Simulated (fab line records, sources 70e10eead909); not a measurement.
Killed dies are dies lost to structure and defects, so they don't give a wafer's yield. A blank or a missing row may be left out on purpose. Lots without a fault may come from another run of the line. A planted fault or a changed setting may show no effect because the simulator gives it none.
fab line records | flow nand_harc
record lots=6 wafers=18 last_day=24
route steps=1159 shown A_BONDPAD@1065 END@1159
lots that met no fault: from a run of the same line without faults
start_h: hours from the record's first day to the start of the lot's first wafer shown | wait_h: hours since the lot's step before | " the same as in the row above | L1.1+2: a row that stands for several wafers | - no value, or no start given | * or withheld: withheld | < > ~ a bound
route shown NAME@n: a module of which the file shows steps, and the number in the route of the first | usual: mean/standard deviation of fault-free wafers | same: alike in all rows | chamber/n: place in a boat | sites: the reading at each site | _std_site: their standard deviation | _edge_site: outer sites' mean less inner sites' | radius_mm: how far each site lies from the wafer's centre | mask NAME#n: copy n | behind: the tool/chamber that last shaped the wafer | hold: why the lot was held/for how many hours/how that ended | device: the transistor (n, p or np) that didn't switch | end of line: the same wafers' tests at the end of the route | a step without rows: its recipe alone | killed: dies lost to structure and defects at the first sort, not the wafer's yield | map: a wafer's dies, x killed, . not, _ none there
set.NAME: the setting as run; set.NAME@STEP: as run at that earlier step | model.NAME: the simulator's own value behind a step, which no gauge read
lots at some steps of the route; a table a step, a row a wafer
services: from which hour (start_h, from the record's first day; less than 0 if before it) a tool's chamber was out of use, for how many hours, and why
## steps
# step NHARC_A_BONDPAD_COAT_33
# recipe temp_c=200 time_s=65
# step NHARC_A_BONDPAD_COAT_03
# recipe spin_rpm=2000 resist_thk_nm=600
# step NHARC_A_BONDPAD_SOFTBAKE_04
# recipe temp_c=125 time_s=70
# step NHARC_A_BONDPAD_EBR_05
# step NHARC_A_BONDPAD_EXPOSE_06
# recipe na=0.55 dose_mj=36.99 mask_id=A_BPAD
# step NHARC_A_BONDPAD_PEB_07
# recipe peb_temp_c=128 peb_time_s=80
# step NHARC_A_BONDPAD_DEVELOP_08
# recipe time_s=50 dev_temp_c=22
# step NHARC_A_BONDPAD_CD_MEAS_09
# recipe target_cd_nm=500 landing_energy_ev=500
# usual cd_nm=499.6/2.3
# columns lot.wafer tool chamber start_h wait_h cd_nm
L728.2 cd_sem-01 0 415.34 - 499.7
L728.3 " 0 " " 501.6
L728.5 " 0 " " 501.9
L741.2 cd_sem-01 0 476.55 - 501.4
L741.4 " 0 " " 495.7
L741.6 " 0 " " 495.4
L740.2 cd_sem-02 0 481.55 - 501.7
L740.3 " 0 " " 501.6
L740.4 " 0 " " 502.2
L745.4 cd_sem-01 0 519.31 - 494.1
L745.5 " 0 " " 495.8
L745.6 " 0 " " 496.1
L747.1 cd_sem-01 0 533.85 - 498.0
L747.3 " 0 " " 499.1
L747.6 " 0 " " 493.3
L750.1 cd_sem-03 0 550.22 - 498.8
L750.2 " 0 " " 500.2
L750.5 " 0 " " 500.5
# step NHARC_A_BONDPAD_OVL_MEAS_35
# usual overlay_x_nm=-1/6.4 overlay_y_nm=1/7
# columns lot.wafer tool chamber start_h wait_h overlay_x_nm overlay_y_nm
L728.2 overlay-01 - 415.43 - -10 0
L728.3 " - " " -10 1
L728.5 " - " " -10 0
L741.2 overlay-02 - 476.64 - 5 4
L741.4 " - " " 6 4
L741.6 " - " " 6 4
L740.2 overlay-02 - 481.63 - 5 -1
L740.3 " - " " 5 0
L740.4 " - " " 5 -1
L745.4 overlay-02 - 519.39 - -7 -1
L745.5 " - " " -7 0
L745.6 " - " " -7 -1
L747.1 overlay-01 - 533.94 - -8 -4
L747.3 " - " " -8 -4
L747.6 " - " " -8 -3
L750.1 overlay-02 - 550.31 - 8 -3
L750.2 " - " " 9 -3
L750.5 " - " " 9 -3
# step NHARC_A_BONDPAD_HARDBAKE_10
# recipe temp_c=118 time_s=65
# step NHARC_A_BONDPAD_DESCUM_11
# recipe time_s=3 o2_flow_sccm=200 ar_flow_sccm=0 bias_power_w=0 chemistry=O2
# usual chamber_pressure_mTorr=60.00/0.056 drypump_motor_current_A=6.0/0.48 oes_product_au=1.001/0.01 rf_vpp_V=57.7/0.84 showerhead_plenum_p_Torr=1.89/0.068 throttle_valve_pct=11.310/0.0095
# columns lot.wafer tool chamber start_h wait_h chamber_pressure_mTorr drypump_motor_current_A oes_product_au rf_hours_counter_h rf_vpp_V showerhead_plenum_p_Torr throttle_valve_pct
L728.2 rie_diel-06 3 415.56 - 59.98 6.5 0.990 6 57.9 1.81 11.317
L728.3 " 0 " " 59.98 5.8 0.993 6 58.3 1.95 11.309
L728.5 " 0 " " 59.98 5.8 0.996 - 57.8 1.95 11.304
L741.2 rie_diel-06 0 476.76 - 59.92 5.8 0.992 2 57.7 1.95 11.307
L741.6 " 2 " " 59.96 6.5 1.015 - 57.8 1.83 11.299
L741.4 " 3 " " 59.98 6.5 0.997 - 57.6 1.81 11.330
L740.2 rie_diel-06 2 481.76 - 59.99 6.5 0.998 2 56.7 1.83 11.312
L740.3 " 3 " " 60.03 6.5 0.999 2 56.2 1.81 11.308
L740.4 " 3 " " 60.02 6.5 0.992 - 58.4 1.81 11.322
L745.4 rie_diel-04 1 519.53 - 59.99 5.7 1.008 9 57.7 1.95 11.307
L745.5 " 0 " " 59.94 4.8 1.023 - 57.0 1.79 11.303
L745.6 " 1 " " 60.00 5.7 1.004 - 59.6 1.95 11.320
L747.1 rie_diel-07 0 534.07 - 60.12 5.5 0.993 44 58.1 1.95 11.307
L747.3 " 2 " " 59.90 5.9 1.010 48 57.7 1.89 11.318
L747.6 " 3 " " 59.95 6.2 0.995 - 58.4 1.98 11.313
L750.2 rie_diel-06 2 550.43 - 60.04 6.5 1.013 5 57.2 1.83 11.311
L750.1 " 0 " " 59.90 5.9 0.994 5 58.6 1.95 11.330
L750.5 " 1 " " 60.03 6.3 1.007 - 59.0 1.89 11.305
# step NHARC_A_BONDPAD_ETCH_34
# recipe target_depth_a=600 overetch_a=180 time_s=65.91 ion_energy_ev=200 n2_flow_sccm=150 h2_flow_sccm=150 ar_flow_sccm=0 rf_w=400 bias_w=150 chemistry=N2/H2
# usual bias_w=150.1/0.46 chamber_pressure_mTorr=29.999/0.027 drypump_motor_current_A=6.0/0.46 oes_product_au=0.999/0.01 rf_vpp_V=429.8/2.2 run_length_s=87.2/0.41 showerhead_plenum_p_Torr=2.01/0.072 throttle_valve_pct=14.171/0.0094
# columns lot.wafer tool chamber start_h wait_h bias_w chamber_pressure_mTorr drypump_motor_current_A oes_product_au rf_hours_counter_h rf_vpp_V run_length_s showerhead_plenum_p_Torr throttle_valve_pct
L728.2 rie_diel-06 2 415.65 0.1 150.4 29.952 6.5 1.004 7 429.1 86.4 1.94 14.180
L728.3 " 0 " " 150.2 30.037 5.9 0.981 6 432.1 86.6 2.08 14.169
L728.5 " 0 " " 149.8 30.021 5.8 0.997 - 431.6 86.6 2.08 14.163
L741.2 rie_diel-06 3 476.88 0.1 149.8 30.034 6.5 0.999 2 426.8 87.4 1.93 14.174
L741.6 " 0 " " 150.4 29.997 5.9 0.995 - 430.9 87.0 2.08 14.162
L741.4 " 3 " " 149.6 30.032 6.5 1.002 - 426.5 87.5 1.93 14.164
L740.3 rie_diel-06 2 481.86 0.1 150.6 30.000 6.5 0.997 2 427.4 86.5 1.94 14.161
L740.2 " 3 " " 149.8 30.048 6.5 0.985 2 426.7 87.1 1.93 14.176
L740.4 " 0 " " 150.9 30.016 5.8 0.984 - 432.1 86.5 2.08 14.163
L745.4 rie_diel-04 3 519.61 0.1 148.7 29.946 6.5 1.005 10 432.3 87.1 2.12 14.174
L745.6 " 2 " " 150.8 30.001 5.8 0.989 - 427.5 87.0 1.96 14.175
L745.5 " 3 " " 148.8 30.050 6.6 1.004 - 432.2 87.6 2.12 14.187
L747.3 rie_diel-07 0 534.15 0.1 149.9 29.987 5.5 0.999 44 432.3 87.2 2.09 14.155
L747.1 " 2 " " 150.4 30.023 6.0 1.009 48 429.4 87.8 2.01 14.175
L747.6 " 1 " " 150.4 29.992 5.7 1.010 - 430.6 87.4 2.06 14.172
L750.2 rie_diel-06 2 550.53 0.1 149.9 29.996 6.5 1.004 5 428.7 86.5 1.94 14.162
L750.1 " 1 " " 150.1 30.061 6.3 1.001 3 431.7 87.5 2.01 14.177
L750.5 " 2 " " 150.6 29.930 6.6 1.001 - 426.9 86.9 1.94 14.181
# step NHARC_A_BONDPAD_ETCH_12
# recipe target_depth_a=2200 time_s=110 chf3_flow_sccm=50 o2_flow_sccm=10 ar_flow_sccm=200 rf_w=500 bias_w=200 chemistry=CHF3/O2
# usual bias_w=200.0/0.57 chamber_pressure_mTorr=24.998/0.024 drypump_motor_current_A=6.0/0.47 oes_product_au=0.937/0.022 rf_vpp_V=370.1/1.9 run_length_s=131.3/0.43 showerhead_plenum_p_Torr=2.38/0.082 throttle_valve_pct=20.572/0.0086
# columns lot.wafer tool chamber start_h wait_h bias_w chamber_pressure_mTorr drypump_motor_current_A oes_product_au rf_hours_counter_h rf_vpp_V run_length_s showerhead_plenum_p_Torr throttle_valve_pct
L728.2 rie_diel-06 3 415.76 - 200.2 24.982 6.5 0.953 6 368.9 131.4 2.28 20.575
L728.3 " 0 " " 200.5 24.964 5.9 0.958 6 372.4 131.1 2.45 20.573
L728.5 " 0 " " 201.3 24.999 5.9 0.960 - 371.3 130.5 2.45 20.567
L741.2 rie_diel-06 0 476.98 - 200.6 24.978 5.8 0.916 2 372.1 130.8 2.45 20.581
L741.6 " 3 " " 200.1 25.008 6.5 0.921 - 367.2 131.1 2.28 20.566
L741.4 " 2 " " - 25.025 6.5 0.940 - 367.8 59.7 2.30 20.578
L740.3 rie_diel-06 2 481.96 - - 25.037 6.5 0.973 2 368.8 59.7 2.30 20.559
L740.2 " 0 " " 199.8 25.005 5.9 0.959 2 371.7 131.1 2.45 20.565
L740.4 " 2 " " - 25.003 6.5 0.965 - 367.9 59.9 2.30 20.584
L745.4 rie_diel-04 1 519.72 - 201.6 25.008 5.7 0.930 9 372.0 131.3 2.45 20.576
L745.5 " 2 " " 199.8 25.008 5.7 0.902 - 368.2 131.3 2.32 20.585
L745.6 " 3 " " 199.4 24.990 6.5 0.932 - 373.3 131.6 2.49 20.573
L747.1 rie_diel-07 1 534.25 - 199.7 24.997 5.7 0.928 45 371.0 131.2 2.42 20.571
L747.3 " 2 " " 199.4 24.984 5.9 0.921 48 369.5 131.9 2.37 20.574
L747.6 " 1 " " 199.9 25.000 5.7 0.923 - 371.1 131.5 2.42 20.586
L750.2 rie_diel-06 2 550.65 - 200.8 25.010 6.5 0.926 5 367.4 131.2 2.30 20.575
L750.1 " 0 " " 200.2 25.001 5.9 0.916 5 372.0 130.7 2.45 20.569
L750.5 " 2 " " 200.6 25.031 6.5 0.931 - 368.6 130.9 2.30 20.578
# step NHARC_A_BONDPAD_CD_MEAS_13
# usual cd_nm=499.0/2.4
# columns lot.wafer tool chamber start_h wait_h cd_nm
L728.2 cd_sem-02 - 415.92 - 498.0
L728.3 " - " " 502.8
L728.5 " - " " 502.3
L741.2 cd_sem-01 - 477.13 - 502.2
L741.4 " - " " 493.7
L741.6 " - " " 493.6
L740.2 cd_sem-03 - 482.12 - 501.8
L740.3 " - " " 500.6
L740.4 " - " " 501.2
L745.4 cd_sem-01 - 519.84 - 494.2
L745.5 " - " " 495.3
L745.6 " - " " 496.0
L747.1 cd_sem-01 - 534.38 - 497.8
L747.3 " - " " 499.9
L747.6 " - " " 493.2
L750.1 cd_sem-03 - 550.79 - 499.0
L750.2 " - " " 498.3
L750.5 " - " " 499.0
# step NHARC_END_SORT_01
# recipe temp_c=25
# usual defect_limited_yield=95.3/1.7 killed_at_array=28/11 killed_at_other=0.8/1.1 killed_at_periphery=3.3/2.8 killed_dies=32/11 killed_open=3.3/1.9 killed_short=1.9/1.4 sort_bin_2_pct=1.4/0.68 sort_bin_3_pct=0.25/0.24 sort_bin_4_pct=3.0/1.1 sort_n_pass=645/11 sort_rim_yield_pct=95.3/2.5 sort_yield_pct=95.3/1.7
# same gross_dies=677 sort_bin_5_pct[%]=0 sort_bin_6_pct[%]=0 sort_bin_7_pct[%]=0 sort_bin_8_pct[%]=0 sort_rim_n_gross=106.00
# columns lot.wafer tool chamber start_h wait_h hold defect_limited_yield[%] killed_at_array killed_at_other killed_at_periphery killed_dies killed_open killed_short sort_bin_2_pct[%] sort_bin_3_pct[%] sort_bin_4_pct[%] sort_n_pass sort_rim_yield_pct[%] sort_yield_pct[%]
L728.2 prober-01 0 449.47 2.8 - 96.9 16 3 2 21 5 2 0.3 0 2.8 656 92.5 96.9
L728.3 prober-01 0 450.27 3.1 - 94.8 30 3 2 35 6 6 1.8 0.15 3.2 642 90.6 94.8
L728.5 prober-01 0 451.85 3.7 - 95.7 24 0 5 29 8 3 1.2 0.15 3.0 648 91.5 95.7
L741.2 prober-02 0 506.81 2.8 await_dispo/3.3h/release 93.2 36 2 8 46 6 2 2.7 0.44 3.7 631 94.3 93.2
L741.4 prober-02 0 508.44 3.4 await_dispo/3.3h/release 0 670 0 7 677 5 2 95.9 0.30 3.8 0 0 0
L741.6 prober-02 0 510.07 4.1 await_dispo/3.3h/release 95.3 24 2 6 32 3 2 1.8 0.15 2.8 645 95.3 95.3
L740.2 prober-01 0 518.87 2.9 await_dispo/2.1h/release 93.2 39 0 7 46 4 0 1.5 0.30 5.0 631 91.5 93.2
L740.3 prober-01 0 519.68 3.2 await_dispo/2.1h/release 0 667 0 10 677 4 2 94.4 0.74 4.9 0 0 0
L740.4 prober-01 0 520.48 3.4 await_dispo/2.1h/release 0 669 1 7 677 5 0 96.0 0.30 3.7 0 0 0
L745.4 prober-02 0 563.34 3.4 - 94.2 38 0 1 39 2 0 1.5 0.44 3.8 638 97.2 94.2
L745.5 prober-02 0 564.13 3.7 - 93.1 45 0 2 47 3 0 2.2 0 4.7 630 98.1 93.1
L745.6 prober-02 0 564.93 4.0 - 93.4 41 2 2 45 3 1 2.4 0.74 3.5 632 89.6 93.4
L747.1 prober-02 0 576.44 2.4 - 94.7 34 1 1 36 4 3 2.1 0.44 2.8 641 91.5 94.7
L747.3 prober-02 0 578.03 3.1 - 95.7 26 1 2 29 6 2 1.0 0.15 3.1 648 90.6 95.7
L747.6 prober-02 0 580.43 4.0 - 95.1 28 2 3 33 7 2 2.1 0 2.8 644 91.5 95.1
L750.1 prober-02 0 584.24 2.5 - 90.8 52 5 5 62 1 1 3.4 1.03 4.7 615 94.3 90.8
L750.2 prober-02 0 585.03 2.8 - 91.6 51 1 5 57 6 2 2.5 0.59 5.3 620 94.3 91.6
L750.5 prober-02 0 587.41 3.7 - 92.3 44 3 5 52 4 3 1.9 1.18 4.6 625 94.3 92.3
# killed by level:class
L728.2 A_SLIT:chamber_film_flake=7 A_ONON_D1:geometric_particle:open=2 A_CHANNEL_HOLE_D1:chamber_film_flake=2 THIN_TSV:chamber_film_flake=2 P_STI:geometric_particle:open=1 A_CHANNEL_FILL_D1:geometric_particle:open=1 A_CONTACT:geometric_particle:short=1 A_M0:geometric_particle:short=1
L728.3 A_SLIT:chamber_film_flake=8 A_STAIRCASE:chamber_film_flake=5 A_CHANNEL_HOLE_D1:chamber_film_flake=4 A_CONTACT:geometric_particle:open=3 A_CHANNEL_FILL_D1:geometric_particle:short=2 THIN_TSV:chamber_film_flake=2 P_M1:geometric_particle:open=1 A_ONON_D1:geometric_particle:open=1
L728.5 A_SLIT:chamber_film_flake=12 P_CONTACT:chamber_film_flake=3 A_CHANNEL_FILL_D1:geometric_particle:open=2 A_CONTACT:geometric_particle:open=2 P_CONTACT:geometric_particle:open=1 A_CHANNEL_HOLE_D1:geometric_particle:short=1 A_CHANNEL_FILL_D1:geometric_particle:short=1 A_SGD_CUT:geometric_particle:short=1
L741.2 A_CHANNEL_HOLE_D1:chamber_film_flake=16 A_STAIRCASE:chamber_film_flake=7 A_CONTACT:chamber_film_flake=5 A_M0:geometric_particle:open=3 P_M1:geometric_particle:open=2 P_M1:chamber_film_flake=2 P_M2:chamber_film_flake=2 THIN_TSV:chamber_film_flake=2
L741.4 A_BONDPAD:area_etch=633 A_CHANNEL_HOLE_D1:chamber_film_flake=21 A_STAIRCASE:chamber_film_flake=5 A_CONTACT:chamber_film_flake=5 P_M0:geometric_particle:open=2 P_ZERO_WELL:chamber_film_flake=2 P_STI:geometric_particle:open=1 P_M0:geometric_particle:short=1
L741.6 A_CHANNEL_HOLE_D1:chamber_film_flake=14 A_STAIRCASE:chamber_film_flake=5 A_CONTACT:chamber_film_flake=4 THIN_TSV:chamber_film_flake=2 P_STI:geometric_particle:short=1 P_GATE:geometric_particle:open=1 P_GATE:geometric_particle:short=1 P_CONTACT:geometric_particle:open=1
L740.2 A_CHANNEL_HOLE_D1:chamber_film_flake=17 A_SLIT:chamber_film_flake=12 A_STAIRCASE:chamber_film_flake=6 A_M0:geometric_particle:open=2 P_STI:chamber_film_flake=2 P_M1:chamber_film_flake=2 P_GATE:geometric_particle:open=1 P_M1:geometric_particle:open=1
L740.3 A_BONDPAD:area_etch=621 A_CHANNEL_HOLE_D1:chamber_film_flake=21 A_SLIT:chamber_film_flake=14 P_M1:chamber_film_flake=7 A_STAIRCASE:chamber_film_flake=2 A_CONTACT:chamber_film_flake=2 P_GATE:geometric_particle:open=1 A_ONON_D1:geometric_particle:open=1
L740.4 A_BONDPAD:area_etch=635 A_CHANNEL_HOLE_D1:chamber_film_flake=19 A_SLIT:chamber_film_flake=11 P_STI:chamber_film_flake=2 P_GATE:geometric_particle:open=1 P_M2:geometric_particle:open=1 A_WL_FILL:geometric_particle:open=1 A_BLC:geometric_particle:open=1
L745.4 A_CHANNEL_HOLE_D1:chamber_film_flake=20 A_SLIT:chamber_film_flake=15 A_STAIRCASE:chamber_film_flake=2 P_GATE:geometric_particle:open=1 A_M0:geometric_particle:open=1
L745.5 A_CHANNEL_HOLE_D1:chamber_film_flake=24 A_SLIT:chamber_film_flake=18 P_GATE:geometric_particle:open=1 P_M0:geometric_particle:open=1 A_BLC:geometric_particle:open=1 A_STAIRCASE:chamber_film_flake=1 A_CONTACT:chamber_film_flake=1
L745.6 A_CHANNEL_HOLE_D1:chamber_film_flake=26 A_SLIT:chamber_film_flake=11 A_CONTACT:chamber_film_flake=2 P_CONTACT:geometric_particle:open=1 P_M0:geometric_particle:open=1 A_ONON_D1:geometric_particle:open=1 A_CHANNEL_FILL_D1:geometric_particle:short=1 THIN_TSV:chamber_film_flake=1
L747.1 A_SLIT:chamber_film_flake=16 A_CHANNEL_HOLE_D1:chamber_film_flake=7 A_STAIRCASE:chamber_film_flake=3 A_CHANNEL_FILL_D1:geometric_particle:short=2 A_CONTACT:chamber_film_flake=2 P_CONTACT:geometric_particle:open=1 A_ONON_D1:geometric_particle:open=1 A_WL_FILL:geometric_particle:short=1
L747.3 A_SLIT:chamber_film_flake=14 A_CHANNEL_HOLE_D1:chamber_film_flake=4 P_M1:geometric_particle:open=1 A_ONON_D1:geometric_particle:open=1 A_CHANNEL_FILL_D1:geometric_particle:short=1 A_WL_FILL:geometric_particle:open=1 A_WL_FILL:geometric_particle:short=1 A_CONTACT:geometric_particle:open=1
L747.6 A_SLIT:chamber_film_flake=15 A_CHANNEL_HOLE_D1:chamber_film_flake=4 A_M0:geometric_particle:open=3 STARTING-WAFER:geometric_particle:open=2 A_STAIRCASE:chamber_film_flake=2 A_CONTACT:chamber_film_flake=2 P_GATE:geometric_particle:open=1 P_M1:geometric_particle:short=1
L750.1 A_CHANNEL_HOLE_D1:chamber_film_flake=25 A_SLIT:chamber_film_flake=12 A_WL_FILL:chamber_film_flake=6 A_CONTACT:chamber_film_flake=6 P_STI:chamber_film_flake=4 THIN_TSV:chamber_film_flake=4 P_CONTACT:geometric_particle:open=1 STARTING-WAFER:geometric_particle:short=1
L750.2 A_CHANNEL_HOLE_D1:chamber_film_flake=23 A_SLIT:chamber_film_flake=16 A_CONTACT:chamber_film_flake=3 A_WL_FILL:geometric_particle:short=2 P_M2:chamber_film_flake=2 A_WL_FILL:chamber_film_flake=2 P_GATE:geometric_particle:open=1 P_M0:geometric_particle:open=1
L750.5 A_CHANNEL_HOLE_D1:chamber_film_flake=19 A_SLIT:chamber_film_flake=17 P_GATE:chamber_film_flake=4 THIN_TSV:chamber_film_flake=3 A_WL_FILL:geometric_particle:open=2 P_M1:geometric_particle:open=1 A_ONON_D1:geometric_particle:short=1 A_CHANNEL_HOLE_D1:geometric_particle:open=1
# map L740.3 (x killed, . not)
____________x____________
_________xxxxxxx_________
_______xxxxxxxxxxx_______
______xxxxxxxxxxxxx______
_____xxxxxxxxxxxxxxx_____
____xxxxxxxxxxxxxxxxx____
____xxxxxxxxxxxxxxxxx____
___xxxxxxxxxxxxxxxxxxx___
___xxxxxxxxxxxxxxxxxxx___
__xxxxxxxxxxxxxxxxxxxxx__
__xxxxxxxxxxxxxxxxxxxxx__
_xxxxxxxxxxxxxxxxxxxxxxx_
_xxxxxxxxxxxxxxxxxxxxxxx_
_xxxxxxxxxxxxxxxxxxxxxxx_
_xxxxxxxxxxxxxxxxxxxxxxx_
_xxxxxxxxxxxxxxxxxxxxxxx_
xxxxxxxxxxxxxxxxxxxxxxxxx
xxxxxxxxxxxxxxxxxxxxxxxxx
xxxxxxxxxxxxxxxxxxxxxxxxx
xxxxxxxxxxxxxxxxxxxxxxxxx
xxxxxxxxxxxxxxxxxxxxxxxxx
_xxxxxxxxxxxxxxxxxxxxxxx_
_xxxxxxxxxxxxxxxxxxxxxxx_
_xxxxxxxxxxxxxxxxxxxxxxx_
_xxxxxxxxxxxxxxxxxxxxxxx_
_xxxxxxxxxxxxxxxxxxxxxxx_
__xxxxxxxxxxxxxxxxxxxxx__
__xxxxxxxxxxxxxxxxxxxxx__
___xxxxxxxxxxxxxxxxxxx___
___xxxxxxxxxxxxxxxxxxx___
____xxxxxxxxxxxxxxxxx____
____xxxxxxxxxxxxxxxxx____
_____xxxxxxxxxxxxxxx_____
______xxxxxxxxxxxxx______
_______xxxxxxxxxxx_______
_________xxxxxxx_________
____________x____________
# map L741.4 (x killed, . not)
____________x____________
_________xxxxxxx_________
_______xxxxxxxxxxx_______
______xxxxxxxxxxxxx______
_____xxxxxxxxxxxxxxx_____
____xxxxxxxxxxxxxxxxx____
____xxxxxxxxxxxxxxxxx____
___xxxxxxxxxxxxxxxxxxx___
___xxxxxxxxxxxxxxxxxxx___
__xxxxxxxxxxxxxxxxxxxxx__
__xxxxxxxxxxxxxxxxxxxxx__
_xxxxxxxxxxxxxxxxxxxxxxx_
_xxxxxxxxxxxxxxxxxxxxxxx_
_xxxxxxxxxxxxxxxxxxxxxxx_
_xxxxxxxxxxxxxxxxxxxxxxx_
_xxxxxxxxxxxxxxxxxxxxxxx_
xxxxxxxxxxxxxxxxxxxxxxxxx
xxxxxxxxxxxxxxxxxxxxxxxxx
xxxxxxxxxxxxxxxxxxxxxxxxx
xxxxxxxxxxxxxxxxxxxxxxxxx
xxxxxxxxxxxxxxxxxxxxxxxxx
_xxxxxxxxxxxxxxxxxxxxxxx_
_xxxxxxxxxxxxxxxxxxxxxxx_
_xxxxxxxxxxxxxxxxxxxxxxx_
_xxxxxxxxxxxxxxxxxxxxxxx_
_xxxxxxxxxxxxxxxxxxxxxxx_
__xxxxxxxxxxxxxxxxxxxxx__
__xxxxxxxxxxxxxxxxxxxxx__
___xxxxxxxxxxxxxxxxxxx___
___xxxxxxxxxxxxxxxxxxx___
____xxxxxxxxxxxxxxxxx____
____xxxxxxxxxxxxxxxxx____
_____xxxxxxxxxxxxxxx_____
______xxxxxxxxxxxxx______
_______xxxxxxxxxxx_______
_________xxxxxxx_________
____________x____________
## services
# columns tool chamber start_h hours kind
rie_diel-06 0 397.20 - clean
rie_diel-06 1 397.20 - clean
rie_diel-06 2 397.20 - clean
rie_diel-06 3 397.20 - clean
rie_diel-04 3 404.91 21.6 repair
rie_diel-07 - 405.20 9.0 pm
rie_diel-06 1 412.96 17.0 repair
rie_diel-06 3 417.92 7.5 repair
rie_diel-06 - 418.20 9.0 pm
rie_diel-06 0 418.20 9.0 vent_cycle
rie_diel-06 2 418.20 9.0 vent_cycle
rie_diel-06 0 427.20 - clean
rie_diel-06 2 427.20 - clean
rie_diel-06 3 427.20 - clean
rie_diel-04 0 448.06 6.4 repair
rie_diel-06 0 451.70 - clean
rie_diel-06 1 451.70 - clean
rie_diel-06 2 451.70 - clean
rie_diel-06 3 451.70 - clean
rie_diel-04 - 466.28 9.0 pm
rie_diel-06 1 471.06 49.6 repair
rie_diel-04 2 483.06 4.3 repair
rie_diel-06 3 546.50 7.1 repair
rie_diel-04 1 550.50 8.3 repair
## key
first_sign step=NHARC_A_BONDPAD_ETCH_12 reading=run_length_s direction=down sigmas=99+ usual=* struck=*
effect step=NHARC_END_SORT_01 reading=sort_bin_2_pct direction=up sigmas=99+ usual=1.4 struck=95.4
more_kills_born_at NHARC_A_BONDPAD_ETCH_12@rie_diel-06=1889
met_at NHARC_A_BONDPAD_ETCH_12
struck_wafers L740.3,L740.4,L741.4
later_rows_left_out L740.3,L740.4,L741.4
onset_between 415.76 476.98
fault kind=process_parameter_drift tool=rie_diel-06 chamber=- onset_h=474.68 steps=NHARC_A_BONDPAD_ETCH_12 channel=time_s offset=* shape=step end_h=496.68 scope=struck_wafers_only acts_in=* stated=*
# later_rows_left_out: the simulator's readings of these wafers behind a module that went badly wrong aren't trusted and aren't shown, but for the sort
